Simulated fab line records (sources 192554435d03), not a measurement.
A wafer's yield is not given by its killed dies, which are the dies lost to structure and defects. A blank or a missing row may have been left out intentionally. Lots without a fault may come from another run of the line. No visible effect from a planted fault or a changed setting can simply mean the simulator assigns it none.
fab line records	flow n5-finfet
[record] lots = 24	wafers = 72	last-day = 17
route steps=1938 shown BEOL_M1@816 BEOL_M2@844
lots that met no fault: from a run of the same line without faults
start-h: hours from the record's first day to the start of the lot's first wafer shown	wait-h: hours since the lot's step before	" the same as in the row above	L1.1+2: a row that stands for several wafers	- no value, or no start given	* or withheld: withheld	< > ~ a bound
route shown NAME@n: NAME is a module with steps in the file, n the number in the route of the first one	usual: the fault-free wafers' mean and standard deviation	same: alike in all rows	chamber/n: place in a boat	sites: each site's reading	_std_site: the values' standard deviation	_edge_site: outer sites' mean less inner sites'	radius-mm: how far each site lies from the wafer's centre	mask NAME#n: copy n	behind: the most recent tool/chamber to have shaped the wafer	hold: why the lot went on hold/how many hours it stayed there/how the hold came to an end	device: whichever transistor did not switch (one of n, p or np)	end of line: the tests these same wafers got at the end of their route	for a step that has no rows: nothing shown but its recipe	killed: not the wafer's yield, but the dies lost to structure and defects at the first sort	map: dies across one wafer; x = killed, . = not, _ = none there
set.NAME: setting as actually run; set.NAME@STEP: the setting as run at that earlier step	model.NAME: the simulator's own value behind a step, which no gauge read
one table for each step of the route and one row for each wafer, over a sample of lots
services: a tool's chamber out of use, with start hour (start-h, from the record's first day; less than 0 if before it), hours out, and reason
[[steps]]
[step N5_BEOL_M1_SPUTTER_79]
[recipe] material = Cu	target-thk-a = 45	temp-c = -20	chamber-pressure-pa = 0.07	power-w = withheld	time-s = 8.29
[usual] throttle-valve-pct = 30.1/1.2
lot.wafer	tool	chamber	start-h	wait-h	throttle-valve-pct
L074.1	pvd-sputter-01	-	129.29	0.1	27.9
L074.2	"	-	"	"	30.5
L074.3	"	-	"	"	29.1
L075.1	pvd-sputter-01	-	139.57	0.1	31.7
L075.3	"	-	"	"	28.8
L075.5	"	-	"	"	27.7
L076.1	pvd-sputter-01	-	152.41	0.1	30.7
L076.4	"	-	"	"	27.6
L076.5	"	-	"	"	29.2
L077.1	pvd-sputter-02	-	155.33	0.1	30.7
L077.3	"	-	"	"	31.0
L077.5	"	-	"	"	30.6
L078.1	pvd-sputter-02	-	157.21	0.1	31.2
L078.5	"	-	"	"	30.7
L078.6	"	-	"	"	30.9
L079.1	pvd-sputter-01	-	162.03	0.1	31.5
L079.3	"	-	"	"	30.5
L079.5	"	-	"	"	29.0
L081.1	pvd-sputter-02	-	169.68	0.1	30.9
L081.3	"	-	"	"	30.9
L081.5	"	-	"	"	30.7
L080.2	pvd-sputter-01	-	170.08	0.1	31.4
L080.3	"	-	"	"	27.9
L080.6	"	-	"	"	29.4
L082.2	pvd-sputter-02	-	179.88	0.1	30.9
L082.3	"	-	"	"	30.9
L082.5	"	-	"	"	30.8
L083.2	pvd-sputter-01	-	183.89	0.1	31.9
L083.3	"	-	"	"	29.1
L083.6	"	-	"	"	30.5
L084.1	pvd-sputter-02	-	192.50	0.1	30.6
L084.5	"	-	"	"	30.9
L084.6	"	-	"	"	30.8
L086.1	pvd-sputter-02	-	202.96	0.1	30.8
L086.3	"	-	"	"	30.7
L086.4	"	-	"	"	31.0
L085.2	pvd-sputter-03	-	202.98	0.1	30.9
L085.3	"	-	"	"	28.6
L085.4	"	-	"	"	28.1
L088.2	pvd-sputter-01	-	212.60	0.1	30.5
L088.3	"	-	"	"	29.0
L088.5	"	-	"	"	27.9
L087.2	pvd-sputter-02	-	224.24	0.1	30.8
L087.3	"	-	"	"	30.8
L087.5	"	-	"	"	31.0
L089.1	pvd-sputter-01	-	227.30	0.1	31.9
L089.2	"	-	"	"	30.4
L089.3	"	-	"	"	28.1
L090.1	pvd-sputter-03	-	227.51	0.1	28.4
L090.5	"	-	"	"	30.5
L090.6	"	-	"	"	28.7
L092.1	pvd-sputter-03	-	229.97	0.1	28.9
L092.2	"	-	"	"	30.7
L092.4	"	-	"	"	28.6
L091.1	pvd-sputter-02	-	232.00	0.1	31.0
L091.3	"	-	"	"	31.0
L091.6	"	-	"	"	30.9
L093.3	pvd-sputter-01	-	242.01	0.1	29.1
L093.5	"	-	"	"	30.4
L093.6	"	-	"	"	28.0
L094.2	pvd-sputter-01	-	244.92	0.1	27.8
L094.5	"	-	"	"	31.9
L094.6	"	-	"	"	30.2
L095.1	pvd-sputter-03	-	255.03	0.1	31.0
L095.2	"	-	"	"	28.4
L095.4	"	-	"	"	28.2
L096.4	pvd-sputter-02	-	265.96	0.1	31.0
L096.5	"	-	"	"	30.8
L096.6	"	-	"	"	30.9
L097.1	pvd-sputter-01	-	267.82	0.1	28.1
L097.2	"	-	"	"	31.7
L097.6	"	-	"	"	30.6
[step N5_BEOL_M1_SPUTTER_86]
[recipe] material = Cu	target-thk-a = 45	temp-c = -20	chamber-pressure-pa = 0.07	power-w = withheld	time-s = 8.29
[usual] throttle-valve-pct = 30.1/1.3
lot.wafer	tool	chamber	start-h	wait-h	throttle-valve-pct
L074.1	pvd-sputter-01	-	129.73	0.1	28.1
L074.2	"	-	"	"	30.6
L074.3	"	-	"	"	29.0
L075.1	pvd-sputter-01	-	140.01	0.1	31.9
L075.3	"	-	"	"	29.0
L075.5	"	-	"	"	27.9
L076.1	pvd-sputter-01	-	152.85	0.1	30.3
L076.4	"	-	"	"	28.0
L076.5	"	-	"	"	29.2
L077.1	pvd-sputter-02	-	155.77	0.1	30.8
L077.3	"	-	"	"	31.1
L077.5	"	-	"	"	31.2
L078.1	pvd-sputter-02	-	157.65	0.1	31.0
L078.5	"	-	"	"	31.2
L078.6	"	-	"	"	30.8
L079.1	pvd-sputter-01	-	162.47	0.1	31.4
L079.3	"	-	"	"	30.0
L079.5	"	-	"	"	29.2
L081.1	pvd-sputter-02	-	170.12	0.1	31.0
L081.3	"	-	"	"	31.3
L081.5	"	-	"	"	30.7
L080.2	pvd-sputter-01	-	170.52	0.1	31.9
L080.3	"	-	"	"	27.9
L080.6	"	-	"	"	28.8
L082.2	pvd-sputter-02	-	180.32	0.1	30.8
L082.3	"	-	"	"	31.0
L082.5	"	-	"	"	30.8
L083.2	pvd-sputter-01	-	184.33	0.1	31.7
L083.3	"	-	"	"	29.2
L083.6	"	-	"	"	30.4
L084.1	pvd-sputter-02	-	192.94	0.1	31.0
L084.5	"	-	"	"	31.2
L084.6	"	-	"	"	31.0
L086.1	pvd-sputter-02	-	203.40	0.1	30.9
L086.3	"	-	"	"	31.0
L086.4	"	-	"	"	30.6
L085.2	pvd-sputter-03	-	203.42	0.1	30.8
L085.3	"	-	"	"	28.8
L085.4	"	-	"	"	28.4
L088.2	pvd-sputter-01	-	213.04	0.1	30.4
L088.3	"	-	"	"	29.0
L088.5	"	-	"	"	27.8
L087.2	pvd-sputter-02	-	224.68	0.1	30.9
L087.3	"	-	"	"	30.9
L087.5	"	-	"	"	31.1
L089.1	pvd-sputter-01	-	227.74	0.1	31.6
L089.2	"	-	"	"	30.4
L089.3	"	-	"	"	28.0
L090.1	pvd-sputter-03	-	227.95	0.1	28.8
L090.5	"	-	"	"	30.5
L090.6	"	-	"	"	28.4
L092.1	pvd-sputter-03	-	230.41	0.1	28.8
L092.2	"	-	"	"	30.9
L092.4	"	-	"	"	28.5
L091.1	pvd-sputter-02	-	232.44	0.1	30.8
L091.3	"	-	"	"	30.9
L091.6	"	-	"	"	31.1
L093.3	pvd-sputter-01	-	242.45	0.1	29.1
L093.5	"	-	"	"	30.4
L093.6	"	-	"	"	27.8
L094.2	pvd-sputter-01	-	245.36	0.1	27.9
L094.5	"	-	"	"	31.5
L094.6	"	-	"	"	30.3
L095.1	pvd-sputter-03	-	255.47	0.1	30.9
L095.2	"	-	"	"	28.4
L095.4	"	-	"	"	28.1
L096.4	pvd-sputter-02	-	266.40	0.1	30.9
L096.5	"	-	"	"	30.9
L096.6	"	-	"	"	30.9
L097.1	pvd-sputter-01	-	268.26	0.1	27.7
L097.2	"	-	"	"	31.8
L097.6	"	-	"	"	30.5
[step N5_BEOL_M1_SPUTTER_96]
[recipe] material = Cu	target-thk-a = 45	temp-c = -20	chamber-pressure-pa = 0.07	power-w = withheld	time-s = 8.29
[usual] throttle-valve-pct = 30.1/1.2
lot.wafer	tool	chamber	start-h	wait-h	throttle-valve-pct
L074.1	pvd-sputter-01	-	130.83	0.1	27.8
L074.2	"	-	"	"	30.7
L074.3	"	-	"	"	29.0
L075.1	pvd-sputter-01	-	141.11	0.1	31.5
L075.3	"	-	"	"	29.1
L075.5	"	-	"	"	28.1
L076.1	pvd-sputter-01	-	153.95	0.1	30.5
L076.4	"	-	"	"	27.9
L076.5	"	-	"	"	29.0
L077.1	pvd-sputter-02	-	156.87	0.1	30.8
L077.3	"	-	"	"	30.6
L077.5	"	-	"	"	31.0
L078.1	pvd-sputter-02	-	158.75	0.1	31.0
L078.5	"	-	"	"	30.9
L078.6	"	-	"	"	31.1
L079.1	pvd-sputter-01	-	163.57	0.1	31.4
L079.3	"	-	"	"	30.3
L079.5	"	-	"	"	29.1
L081.1	pvd-sputter-02	-	171.22	0.1	31.0
L081.3	"	-	"	"	30.8
L081.5	"	-	"	"	30.7
L080.2	pvd-sputter-01	-	171.62	0.1	31.8
L080.3	"	-	"	"	27.7
L080.6	"	-	"	"	29.0
L082.2	pvd-sputter-02	-	181.42	0.1	30.9
L082.3	"	-	"	"	31.2
L082.5	"	-	"	"	30.7
L083.2	pvd-sputter-01	-	185.43	0.1	31.5
L083.3	"	-	"	"	29.0
L083.6	"	-	"	"	30.3
L084.1	pvd-sputter-02	-	194.04	0.1	31.0
L084.5	"	-	"	"	31.0
L084.6	"	-	"	"	30.7
L086.1	pvd-sputter-02	-	204.50	0.1	30.8
L086.3	"	-	"	"	30.7
L086.4	"	-	"	"	30.9
L085.2	pvd-sputter-03	-	204.52	0.1	30.5
L085.3	"	-	"	"	28.7
L085.4	"	-	"	"	28.4
L088.2	pvd-sputter-01	-	214.14	0.1	30.3
L088.3	"	-	"	"	29.1
L088.5	"	-	"	"	28.2
L087.2	pvd-sputter-02	-	225.78	0.1	30.8
L087.3	"	-	"	"	30.8
L087.5	"	-	"	"	30.8
L089.1	pvd-sputter-01	-	228.84	0.1	31.8
L089.2	"	-	"	"	30.3
L089.3	"	-	"	"	28.1
L090.1	pvd-sputter-03	-	229.05	0.1	28.3
L090.5	"	-	"	"	30.9
L090.6	"	-	"	"	28.6
L092.1	pvd-sputter-03	-	231.51	0.1	28.7
L092.2	"	-	"	"	30.8
L092.4	"	-	"	"	28.6
L091.1	pvd-sputter-02	-	233.54	0.1	31.0
L091.3	"	-	"	"	30.9
L091.6	"	-	"	"	31.0
L093.3	pvd-sputter-01	-	243.55	0.1	29.3
L093.5	"	-	"	"	30.4
L093.6	"	-	"	"	28.2
L094.2	pvd-sputter-01	-	246.46	0.1	28.0
L094.5	"	-	"	"	31.4
L094.6	"	-	"	"	30.6
L095.1	pvd-sputter-03	-	256.57	0.1	30.8
L095.2	"	-	"	"	28.3
L095.4	"	-	"	"	28.3
L096.4	pvd-sputter-02	-	267.50	0.1	30.9
L096.5	"	-	"	"	30.7
L096.6	"	-	"	"	30.9
L097.1	pvd-sputter-01	-	269.36	0.1	27.8
L097.2	"	-	"	"	31.7
L097.6	"	-	"	"	30.4
[step N5_BEOL_M2_HM_DEP_02]
[recipe] material = TiN	target-thk-a = 200	temp-c = 25	chamber-pressure-pa = 0.49996
[usual] throttle-valve-pct = 30.1/1.2
lot.wafer	tool	chamber	start-h	wait-h	throttle-valve-pct
L074.1	pvd-sputter-03	-	132.50	0.3	28.4
L074.2	"	-	"	"	28.7
L074.3	"	-	"	"	30.8
L075.1	pvd-sputter-03	-	145.99	3.6	28.9
L075.3	"	-	"	"	31.2
L075.5	"	-	"	"	28.4
L076.1	pvd-sputter-02	-	159.01	3.8	31.1
L076.4	"	-	"	"	30.9
L076.5	"	-	"	"	30.7
L077.1	pvd-sputter-01	-	159.37	1.3	31.6
L077.3	"	-	"	"	28.9
L077.5	"	-	"	"	30.5
L078.1	pvd-sputter-03	-	160.40	0.4	28.8
L078.5	"	-	"	"	28.8
L078.6	"	-	"	"	31.1
L079.1	pvd-sputter-02	-	165.54	0.7	30.6
L079.3	"	-	"	"	30.7
L079.5	"	-	"	"	31.1
L081.1	pvd-sputter-02	-	172.78	0.2	31.1
L081.3	"	-	"	"	31.2
L081.5	"	-	"	"	31.0
L080.2	pvd-sputter-02	-	174.88	1.7	31.0
L080.3	"	-	"	"	30.9
L080.6	"	-	"	"	31.1
L082.2	pvd-sputter-02	-	183.14	0.5	30.8
L082.3	"	-	"	"	31.1
L082.5	"	-	"	"	30.8
L083.2	pvd-sputter-02	-	188.19	1.5	30.9
L083.3	"	-	"	"	30.8
L083.6	"	-	"	"	30.8
L084.1	pvd-sputter-03	-	195.48	0.2	28.7
L084.5	"	-	"	"	30.7
L084.6	"	-	"	"	28.5
L086.1	pvd-sputter-03	-	206.76	1.0	30.9
L086.3	"	-	"	"	28.6
L086.4	"	-	"	"	28.5
L085.2	pvd-sputter-03	-	206.86	1.1	28.6
L085.3	"	-	"	"	28.8
L085.4	"	-	"	"	28.3
L088.2	pvd-sputter-02	-	215.79	0.1	30.6
L088.3	"	-	"	"	31.1
L088.5	"	-	"	"	30.8
L087.2	pvd-sputter-02	-	227.78	0.7	30.9
L087.3	"	-	"	"	31.0
L087.5	"	-	"	"	30.7
L089.1	pvd-sputter-02	-	231.30	1.2	30.9
L089.2	"	-	"	"	31.1
L089.3	"	-	"	"	31.0
L090.1	pvd-sputter-02	-	231.68	1.2	30.9
L090.5	"	-	"	"	31.0
L090.6	"	-	"	"	31.1
L092.1	pvd-sputter-02	-	233.70	1.0	30.9
L092.2	"	-	"	"	30.7
L092.4	"	-	"	"	31.2
L091.1	pvd-sputter-01	-	235.16	0.4	31.6
L091.3	"	-	"	"	27.7
L091.6	"	-	"	"	31.6
L093.3	pvd-sputter-03	-	247.02	1.9	28.3
L093.5	"	-	"	"	28.8
L093.6	"	-	"	"	28.2
L094.2	pvd-sputter-01	-	248.38	0.7	28.2
L094.5	"	-	"	"	30.2
L094.6	"	-	"	"	27.8
L095.1	pvd-sputter-01	-	260.09	2.1	28.3
L095.2	"	-	"	"	29.0
L095.4	"	-	"	"	31.7
L096.4	pvd-sputter-01	-	269.44	0.4	29.0
L096.5	"	-	"	"	28.0
L096.6	"	-	"	"	30.6
L097.1	pvd-sputter-03	-	271.50	0.9	28.5
L097.2	"	-	"	"	29.0
L097.6	"	-	"	"	28.5
[step N5_BEOL_M2_ETCH_63]
[recipe] chemistry = CF4	target = SiARC	target-depth-a = 156	mask-material = CAR-EUV	time-s = 26	ion-energy-ev = 80	pressure-mtorr = 40	source-w = 545	bias-w = 36	Ar_flow_sccm = 100	cf4-flow-sccm = 100	ends = cleared
[usual] bias-w = 36.00/0.12	drypump-motor-current-A = 5.6/0.52	etch-rf-on-time-s = 26.1/0.45	oes-product-au = 0.66/0.066	rf-vpp-V = 184.4/1.2	showerhead-plenum-p-Torr = 2.17/0.059	throttle-valve-pct = 15.69/0.23
lot.wafer	tool	chamber	start-h	wait-h	bias-w	drypump-motor-current-A	etch-rf-on-time-s	oes-product-au	rf-hours-counter-h	rf-vpp-V	showerhead-plenum-p-Torr	throttle-valve-pct
L074.1	rie-diel-01	0	133.20	0.0	35.98	5.2	26.7	0.72	42	183.5	2.08	15.54
L074.2	"	2	"	"	35.95	6.1	25.9	0.65	168	184.2	2.22	15.71
L074.3	"	3	"	"	36.14	5.2	25.3	0.62	190	185.6	2.21	16.04
L075.1	rie-diel-01	3	146.68	0.0	36.13	5.2	25.3	0.63	194	184.6	2.21	16.04
L075.3	"	0	"	"	36.09	5.2	26.3	0.72	47	184.3	2.08	15.57
L075.5	"	3	"	"	36.22	5.2	25.3	0.63	-	184.0	2.21	16.04
L076.1	rie-diel-05	3	159.71	0.0	36.02	5.7	26.0	0.74	42	184.6	2.26	15.25
L076.4	"	0	"	"	35.99	6.6	26.3	0.58	232	185.1	2.12	15.59
L076.5	"	0	"	"	36.13	6.6	26.4	0.58	-	183.7	2.12	15.61
L077.1	rie-diel-01	0	159.94	0.0	35.91	5.1	26.9	0.71	54	181.9	2.08	15.56
L077.3	"	2	"	"	35.87	6.1	25.9	0.64	181	184.2	2.22	15.74
L077.5	"	1	"	"	36.12	5.9	25.4	0.84	-	184.8	2.10	15.41
L078.1	rie-diel-01	3	161.09	0.0	35.89	5.3	25.6	0.62	197	186.2	2.21	16.04
L078.5	"	0	"	"	35.96	5.1	27.1	0.71	-	183.2	2.08	15.57
L078.6	"	3	"	"	35.97	5.2	25.2	0.63	-	184.7	2.21	16.06
L079.1	rie-diel-06	0	166.11	0.0	36.04	4.9	26.0	0.73	43	184.1	2.10	15.59
L079.3	"	3	"	"	36.06	5.7	26.0	0.63	158	182.3	2.14	15.86
L079.5	"	0	"	"	36.12	4.9	26.1	0.73	-	181.2	2.10	15.59
L081.1	rie-diel-06	1	173.48	0.0	35.97	5.1	26.4	0.64	149	182.7	2.15	15.54
L081.3	"	0	"	"	36.06	4.9	25.6	0.73	46	184.1	2.10	15.60
L081.5	"	3	"	"	36.11	5.8	25.8	0.62	-	184.3	2.14	15.87
L080.2	rie-diel-01	1	175.58	0.0	36.08	5.9	25.5	0.82	7	183.2	2.10	15.43
L080.3	"	0	"	"	35.98	5.1	26.8	0.71	60	183.4	2.08	15.57
L080.6	"	3	"	"	36.13	5.2	25.3	0.61	-	185.0	2.21	16.07
L082.2	rie-diel-01	3	183.84	0.0	35.88	5.3	25.6	0.61	207	183.5	2.21	16.07
L082.3	"	2	"	"	35.93	6.1	26.0	0.62	190	185.6	2.21	15.75
L082.5	"	0	"	"	36.13	5.1	27.1	0.70	-	183.8	2.08	15.58
L083.2	rie-diel-01	0	188.76	0.0	36.08	5.1	26.8	0.70	64	183.3	2.08	15.58
L083.3	"	1	"	"	35.95	5.9	25.6	0.80	12	183.9	2.10	15.43
L083.6	"	2	"	"	35.82	6.1	25.9	0.63	-	185.1	2.21	15.77
L084.1	rie-diel-05	0	196.08	0.0	36.12	6.6	26.2	0.58	244	183.0	2.11	15.63
L084.5	"	0	"	"	36.08	6.6	26.1	0.58	-	182.8	2.11	15.63
L084.6	"	3	"	"	36.09	5.7	26.2	0.72	-	186.1	2.25	15.28
L086.1	rie-diel-06	1	207.45	0.0	35.76	5.1	26.4	0.63	159	185.2	2.15	15.58
L086.3	"	0	"	"	35.99	4.9	26.0	0.72	56	182.7	2.09	15.61
L086.4	"	2	"	"	36.04	6.6	26.9	0.59	237	185.7	2.20	15.87
L085.2	rie-diel-05	3	207.66	0.0	36.23	5.7	26.1	0.71	59	185.8	2.25	15.29
L085.3	"	1	"	"	36.05	5.7	26.7	0.66	106	184.7	2.24	15.77
L085.4	"	0	"	"	35.96	6.6	26.1	0.58	248	185.2	2.11	15.64
L088.2	rie-diel-01	3	216.38	0.0	36.15	5.2	25.6	0.61	218	184.3	2.20	16.12
L088.3	"	0	"	"	36.14	5.1	27.0	0.69	74	182.4	2.07	15.63
L088.5	"	1	"	"	36.01	5.9	25.6	0.79	-	182.3	2.10	15.44
L087.2	rie-diel-06	1	228.51	0.0	36.17	5.1	25.9	0.63	166	184.3	2.14	15.57
L087.3	"	2	"	"	36.01	6.6	26.5	0.58	244	185.5	2.19	15.87
L087.5	"	2	"	"	36.11	6.6	26.3	0.59	-	185.0	2.19	15.89
L089.1	rie-diel-05	1	232.02	0.0	35.92	5.8	26.6	0.66	117	184.6	2.24	15.78
L089.2	"	3	"	"	36.16	5.7	26.3	0.70	70	186.3	2.25	15.29
L089.3	"	2	"	"	36.15	5.1	26.5	0.58	239	185.2	2.20	15.97
L090.1	rie-diel-06	2	232.56	0.0	36.00	6.6	26.9	0.58	244	185.6	2.19	15.88
L090.5	"	0	"	"	36.00	4.9	25.9	0.70	-	183.0	2.09	15.62
L090.6	"	1	"	"	36.03	5.1	26.6	0.63	-	183.7	2.14	15.57
L092.1	rie-diel-05	1	234.41	0.0	36.01	5.8	26.6	0.65	118	185.7	2.24	15.79
L092.2	"	2	"	"	35.84	5.1	26.2	0.58	240	185.6	2.20	15.97
L092.4	"	2	"	"	36.01	5.1	26.4	0.57	-	187.0	2.20	15.97
L091.1	rie-diel-06	2	235.74	0.0	35.97	6.7	27.0	0.58	245	185.7	2.19	15.89
L091.3	"	0	"	"	36.05	4.9	25.9	0.71	64	183.0	2.09	15.63
L091.6	"	1	"	"	35.88	5.2	26.3	0.62	-	185.1	2.14	15.57
L093.3	rie-diel-01	3	247.59	0.0	35.81	5.2	25.6	0.60	230	184.1	2.20	16.13
L093.5	"	1	"	"	35.90	5.9	25.8	0.77	-	185.3	2.09	15.47
L093.6	"	2	"	"	35.94	6.1	25.7	0.63	-	185.4	2.21	15.81
L094.2	rie-diel-06	0	248.95	0.0	35.97	4.9	25.7	0.70	70	182.5	2.09	15.65
L094.5	"	0	"	"	35.83	4.9	26.0	0.70	-	184.8	2.09	15.66
L094.6	"	3	"	"	35.85	5.8	25.5	0.62	-	184.4	2.13	15.93
L095.1	rie-diel-06	1	260.65	0.0	36.13	5.1	26.2	0.62	177	183.0	2.14	15.59
L095.2	"	3	"	"	35.84	5.8	25.9	0.61	189	185.2	2.13	15.93
L095.4	"	3	"	"	35.98	5.8	25.9	0.61	-	183.5	2.13	15.91
L096.4	rie-diel-05	1	270.15	0.0	36.27	5.8	26.3	0.64	-	184.5	2.23	15.83
L096.5	"	3	"	"	35.91	5.7	26.3	0.69	-	183.5	2.24	15.35
L096.6	"	0	"	"	36.04	6.6	25.6	0.83	-	184.1	2.11	15.18
L097.1	rie-diel-05	1	272.25	0.0	35.99	5.7	26.5	0.65	131	185.8	2.23	15.81
L097.2	"	0	"	"	36.13	6.6	25.5	0.82	12	183.4	2.11	15.18
L097.6	"	3	"	"	36.01	5.7	26.3	0.68	-	185.6	2.24	15.34
[step N5_BEOL_M2_ETCH_64]
[recipe] chemistry = N2/H2	target = SOC	target-depth-a = 750	overetch-a = 225	mask-material = SiARC	temp-c = 40	time-s = 121.9	ion-energy-ev = 200	pressure-mtorr = 30	source-w = 840	bias-w = 150	n2-flow-sccm = 200	h2-flow-sccm = 200
[usual] bias-w = 150.0/0.41	drypump-motor-current-A = 5.7/0.52	oes-product-au = 0.59/0.057	rf-vpp-V = 524.8/2.1	showerhead-plenum-p-Torr = 2.57/0.076	throttle-valve-pct = 17.84/0.23
lot.wafer	tool	chamber	start-h	wait-h	bias-w	drypump-motor-current-A	oes-product-au	rf-hours-counter-h	rf-vpp-V	showerhead-plenum-p-Torr	throttle-valve-pct
L074.1	rie-diel-01	0	133.23	0.0	149.5	5.2	0.65	42	521.8	2.46	17.60
L074.2	"	2	"	"	149.8	6.1	0.57	168	526.8	2.65	18.03
L074.3	"	3	"	"	150.3	5.3	0.55	190	526.5	2.62	18.15
L075.1	rie-diel-01	3	146.71	0.0	149.9	5.3	0.55	194	527.9	2.61	18.14
L075.3	"	0	"	"	150.5	5.2	0.65	47	522.0	2.46	17.61
L075.5	"	3	"	"	149.9	5.3	0.54	-	524.9	2.61	18.15
L076.1	rie-diel-05	3	159.74	0.0	150.3	5.7	0.65	42	528.2	2.69	17.44
L076.4	"	0	"	"	150.0	6.6	0.52	232	522.8	2.50	17.86
L076.5	"	0	"	"	149.9	6.6	0.52	-	521.8	2.50	17.85
L077.1	rie-diel-01	0	159.97	0.0	150.2	5.2	0.65	55	522.5	2.46	17.61
L077.3	"	2	"	"	150.4	6.1	0.56	181	525.9	2.65	18.05
L077.5	"	1	"	"	149.6	5.9	0.75	-	524.3	2.50	17.67
L078.1	rie-diel-01	3	161.12	0.0	150.0	5.2	0.55	197	526.1	2.61	18.15
L078.5	"	0	"	"	149.7	5.2	0.64	-	522.4	2.46	17.63
L078.6	"	3	"	"	150.4	5.2	0.55	-	526.6	2.61	18.14
L079.1	rie-diel-06	0	166.14	0.0	149.5	4.9	0.65	43	521.8	2.49	17.73
L079.3	"	3	"	"	149.6	5.8	0.55	158	524.2	2.54	18.00
L079.5	"	0	"	"	149.7	4.9	0.65	-	521.4	2.49	17.74
L081.1	rie-diel-06	1	173.50	0.0	149.5	5.1	0.57	149	523.6	2.53	17.54
L081.3	"	0	"	"	150.2	5.0	0.65	46	522.7	2.49	17.75
L081.5	"	3	"	"	150.9	5.8	0.55	-	523.8	2.54	18.02
L080.2	rie-diel-01	1	175.60	0.0	150.3	5.9	0.72	7	522.9	2.49	17.65
L080.3	"	0	"	"	150.1	5.2	0.64	60	522.5	2.46	17.64
L080.6	"	3	"	"	150.0	5.2	0.55	-	527.0	2.61	18.17
L082.2	rie-diel-01	3	183.86	0.0	150.3	5.2	0.54	207	527.7	2.61	18.18
L082.3	"	2	"	"	150.1	6.1	0.56	190	525.8	2.64	18.05
L082.5	"	0	"	"	150.4	5.2	0.63	-	521.3	2.45	17.65
L083.2	rie-diel-01	0	188.79	0.0	150.3	5.1	0.63	64	521.9	2.45	17.64
L083.3	"	1	"	"	150.0	5.9	0.71	12	524.0	2.49	17.68
L083.6	"	2	"	"	150.5	6.1	0.56	-	525.5	2.64	18.07
L084.1	rie-diel-05	0	196.11	0.0	150.1	6.6	0.52	244	523.4	2.50	17.89
L084.5	"	0	"	"	149.7	6.6	0.52	-	522.8	2.50	17.90
L084.6	"	3	"	"	150.9	5.7	0.64	-	527.5	2.68	17.48
L086.1	rie-diel-06	1	207.48	0.0	149.5	5.2	0.57	159	523.1	2.53	17.57
L086.3	"	0	"	"	149.3	4.9	0.64	56	521.0	2.48	17.74
L086.4	"	2	"	"	149.3	6.6	0.53	237	524.0	2.60	17.85
L085.2	rie-diel-05	3	207.69	0.0	149.9	5.7	0.63	59	528.5	2.68	17.47
L085.3	"	1	"	"	150.0	5.8	0.59	106	526.9	2.67	17.98
L085.4	"	0	"	"	149.3	6.6	0.51	248	522.1	2.50	17.90
L088.2	rie-diel-01	3	216.40	0.0	149.6	5.3	0.54	218	525.6	2.60	18.20
L088.3	"	0	"	"	150.7	5.2	0.62	74	520.8	2.45	17.66
L088.5	"	1	"	"	149.5	5.9	0.70	-	523.4	2.49	17.68
L087.2	rie-diel-06	1	228.54	0.0	150.1	5.1	0.56	166	523.3	2.53	17.58
L087.3	"	2	"	"	149.6	6.6	0.53	244	525.2	2.60	17.85
L087.5	"	2	"	"	149.6	6.6	0.52	-	525.4	2.60	17.87
L089.1	rie-diel-05	1	232.04	0.0	150.1	5.7	0.58	117	528.4	2.66	18.01
L089.2	"	3	"	"	150.2	5.7	0.62	70	528.5	2.68	17.49
L089.3	"	2	"	"	149.9	5.1	0.52	239	526.4	2.62	18.13
L090.1	rie-diel-06	2	232.58	0.0	150.2	6.6	0.53	244	525.4	2.60	17.88
L090.5	"	0	"	"	149.8	4.9	0.63	-	524.1	2.48	17.78
L090.6	"	1	"	"	149.7	5.2	0.56	-	523.1	2.53	17.57
L092.1	rie-diel-05	1	234.44	0.0	149.8	5.7	0.59	118	527.9	2.66	18.00
L092.2	"	2	"	"	149.8	5.1	0.52	240	527.5	2.62	18.14
L092.4	"	2	"	"	149.9	5.1	0.52	-	525.0	2.62	18.15
L091.1	rie-diel-06	2	235.77	0.0	150.1	6.6	0.53	245	525.3	2.60	17.88
L091.3	"	0	"	"	149.8	4.9	0.63	64	522.7	2.48	17.79
L091.6	"	1	"	"	150.2	5.2	0.56	-	524.5	2.53	17.58
L093.3	rie-diel-01	3	247.62	0.0	150.1	5.3	0.53	230	526.6	2.60	18.20
L093.5	"	1	"	"	149.5	5.9	0.68	-	522.5	2.48	17.71
L093.6	"	2	"	"	149.9	6.1	0.55	-	524.3	2.63	18.11
L094.2	rie-diel-06	0	248.98	0.0	149.9	4.9	0.62	70	521.3	2.48	17.79
L094.5	"	0	"	"	149.7	4.9	0.62	-	522.1	2.47	17.80
L094.6	"	3	"	"	149.8	5.8	0.54	-	523.6	2.53	18.05
L095.1	rie-diel-06	1	260.68	0.0	150.4	5.1	0.56	178	522.7	2.52	17.60
L095.2	"	3	"	"	150.5	5.8	0.54	189	524.0	2.53	18.07
L095.4	"	3	"	"	150.1	5.8	0.54	-	522.6	2.53	18.07
L096.4	rie-diel-05	1	270.22	0.1	149.3	5.8	0.58	-	527.4	2.66	18.02
L096.5	"	3	"	"	149.2	5.7	0.62	-	528.5	2.67	17.53
L096.6	"	0	"	"	150.0	6.6	0.72	-	522.2	2.49	17.51
L097.1	rie-diel-05	1	272.28	0.0	150.9	5.8	0.58	131	526.0	2.66	18.00
L097.2	"	0	"	"	150.2	6.6	0.72	12	522.5	2.49	17.52
L097.6	"	3	"	"	149.5	5.7	0.62	-	527.8	2.67	17.51
[[services]]
tool	chamber	start-h	hours	kind
rie-diel-05	0	110.92	6.6	repair
pvd-sputter-02	-	114.88	19.9	repair
rie-diel-06	1	116.06	7.0	repair
rie-diel-01	1	140.38	-	clean
rie-diel-01	1	140.38	-	consumable-replace:focus-ring
rie-diel-01	1	140.38	15.4	scheduled-down
rie-diel-01	1	140.38	15.4	vent-cycle
pvd-sputter-01	-	143.08	4.3	repair
rie-diel-01	1	194.65	3.8	repair
rie-diel-05	1	208.51	1.2	repair
rie-diel-05	0	212.49	-	clean
rie-diel-05	0	212.49	-	consumable-replace:focus-ring
rie-diel-05	0	212.49	26.6	scheduled-down
rie-diel-05	0	212.49	26.6	vent-cycle
rie-diel-06	-	229.49	2.8	pm
rie-diel-06	2	245.69	-	clean
rie-diel-06	2	245.69	-	consumable-replace:focus-ring
rie-diel-06	2	245.69	18.1	scheduled-down
rie-diel-06	2	245.69	18.1	vent-cycle
rie-diel-05	1	251.98	3.1	repair
rie-diel-05	2	263.06	-	clean
rie-diel-05	2	263.06	-	consumable-replace:focus-ring
rie-diel-05	2	263.06	23.8	scheduled-down
rie-diel-05	2	263.06	23.8	vent-cycle
[[key]]
fault none
